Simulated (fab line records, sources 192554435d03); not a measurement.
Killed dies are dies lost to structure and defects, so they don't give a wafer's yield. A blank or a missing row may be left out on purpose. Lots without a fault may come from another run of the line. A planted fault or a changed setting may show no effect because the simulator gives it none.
Chamber matching | flow n5_finfet | N5_BEOL_M6_ETCH_72 on rie_diel-05: 4 sister chambers
The step etches underlayer in N2/H2, target depth 6.5 nm, time 5.2 s. 4 wafers are shown with their chamber, then 8 later ones without.

WAFERS WITH THEIR CHAMBER
wafer  | chamber | etch_rf_on_time_s (s)
L079.3 | 1       | 5.45
L089.5 | 2       | 5.23
L089.6 | 3       | 5.23
L090.1 | 0       | 5.02

WAFERS WITHOUT THEIR CHAMBER
wafer  | etch_rf_on_time_s (s)
L090.2 | 5.12
L090.5 | 5.10
L096.2 | 5.14
L096.5 | 5.00
L096.6 | 5.01
L095.2 | 5.16
L095.3 | 5.28
L095.6 | 5.08

WHICH CHAMBER EACH WENT THROUGH
wafer  | from the rows above          | in truth
L090.2 | can't be placed: 0 or 2 or 3 | 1
L090.5 | can't be placed: 0 or 2 or 3 | 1
L096.2 | can't be placed: 2 or 3 or 0 | 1
L096.5 | 0                            | 0
L096.6 | 0                            | 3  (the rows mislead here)
L095.2 | can't be placed: 2 or 3 or 0 | 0
L095.3 | can't be placed: 2 or 3 or 1 | 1
L095.6 | can't be placed: 0 or 2 or 3 | 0
Placed correctly: 1 of 8. Can't be placed from these rows: 6 (the true chamber is among the candidates in 3). Placed wrongly: 1.
How it was worked out, from the rows above alone: a wafer's distance from a chamber is the root of the sum, over the readings, of the square of ((its reading less the chamber's mean) divided by the reading's scatter). The wafer belongs to the nearest chamber; if the next one is less than 2 further off, it can't be placed. A chamber's mean is the mean of its shown wafers. The scatter: with one shown wafer a chamber, the root of the mean of the squares of how far each hidden wafer lies from its nearest shown one.
